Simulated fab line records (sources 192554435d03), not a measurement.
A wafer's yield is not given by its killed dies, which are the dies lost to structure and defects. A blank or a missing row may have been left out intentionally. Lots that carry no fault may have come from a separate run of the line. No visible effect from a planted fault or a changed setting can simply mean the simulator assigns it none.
Which of the tools did it? | flow n5 finfet | 12 lots, 36 wafers sampled, at 3 steps of a route of 1938

== WHAT THE GAUGES READ, wafer by wafer ==
N5_MOL_CONTACT_COAG_CD_MEAS_101 targets a cd of 16 nm.
lot  | measured     | on        | cd nm (nm)
L075 | day 5 10:02  | cd sem-02 | 15.7 16.2 15.9
L077 | day 6 01:55  | cd sem-03 | 16.2 16.0 16.6
L079 | day 6 12:45  | cd sem-01 | 16.2 16.7 15.9
L081 | day 6 23:19  | cd sem-01 | 16.3 15.9 16.4
L083 | day 7 10:38  | cd sem-01 | 15.8 16.6 16.6
L085 | day 8 00:39  | cd sem-01 | 15.0 16.5 15.6
L087 | day 8 09:59  | cd sem-01 | 15.8 15.4 15.6
L089 | day 8 23:53  | cd sem-01 | 15.8 15.7 16.2
L091 | day 9 11:25  | cd sem-03 | 15.2 15.1 15.8
L093 | day 9 23:42  | cd sem-01 | 15.8 15.5 15.8
L095 | day 10 16:32 | cd sem-01 | 16.1 16.1 16.3
L097 | day 11 05:01 | cd sem-03 | 15.8 16.4 15.5

== EACH LOT AND THE TOOL THAT RAN IT (in order: tool; ch and the chambers of the sampled wafers; start) ==
lot  | N5_MOL_CONTACT_COAG_ALD_131      | N5_MOL_CONTACT_COAG_ETCH_67
L075 | ald sin-04 ch 0,2, day 5 07:25   | rie diel-02 ch 0,2,3, day 5 09:34
L077 | ald sin-03 ch 0,1,2, day 5 23:47 | rie diel-01 ch 0,2,3, day 6 01:26
L079 | ald sin-03 ch 0,2, day 6 10:38   | rie diel-04 ch 2,3, day 6 12:17
L081 | ald sin-03 ch 0,1,3, day 6 21:16 | rie diel-04 ch 0,1, day 6 22:51
L083 | ald sin-03 ch 0,1,2, day 7 08:37 | rie diel-04 ch 0,1,3, day 7 10:10
L085 | ald sin-01 ch 2,3, day 7 22:02   | rie diel-04 ch 0,1, day 8 00:11
L087 | ald sin-04 ch 0,3, day 8 08:00   | rie diel-02 ch 2,3, day 8 09:31
L089 | ald sin-01 ch 1,3, day 8 21:38   | rie diel-04 ch 1,2,3, day 8 23:25
L091 | ald sin-01 ch 0,1,3, day 9 08:55 | rie diel-01 ch 1,2,3, day 9 10:56
L093 | ald sin-01 ch 0,1,3, day 9 21:14 | rie diel-01 ch 1,2,3, day 9 23:14
L095 | ald sin-01 ch 0,1, day 10 14:02  | rie diel-02 ch 0,1,3, day 10 16:04
L097 | ald sin-03 ch 0,3, day 11 02:56  | rie diel-02 ch 1,3, day 11 04:32
- N5_MOL_CONTACT_COAG_ALD_131: deposits SiO2, target thk 5 nm, pulse time 1 s, co reactant pulse time 1 s.
- N5_MOL_CONTACT_COAG_ETCH_67: etches SOC in N2/H2, target depth 60 nm, overetch 21 nm, time 101.2 s.

== THE ANSWER, worked out from the rows above alone ==
Rule: the usual values come from the lots themselves. The widest of any qualifying gaps counts: lots, ordered by their means at a reading, are off when they make up no more than a third of the lots, leave a main group of 4 or more, and stand apart from it by 3 or more times the standard deviation of that group's means. A main group is skipped when, at the precision printed for the reading in the tables above, its means are all equal. Also off: a lot with no number at a reading for which 4 or more lots have one. The other lots that the step has rows for count as sound.
Across all readings shown, no lot is off: no conclusion can be drawn from this.

== WHAT WAS PUT IN BY THE SIMULATOR ==
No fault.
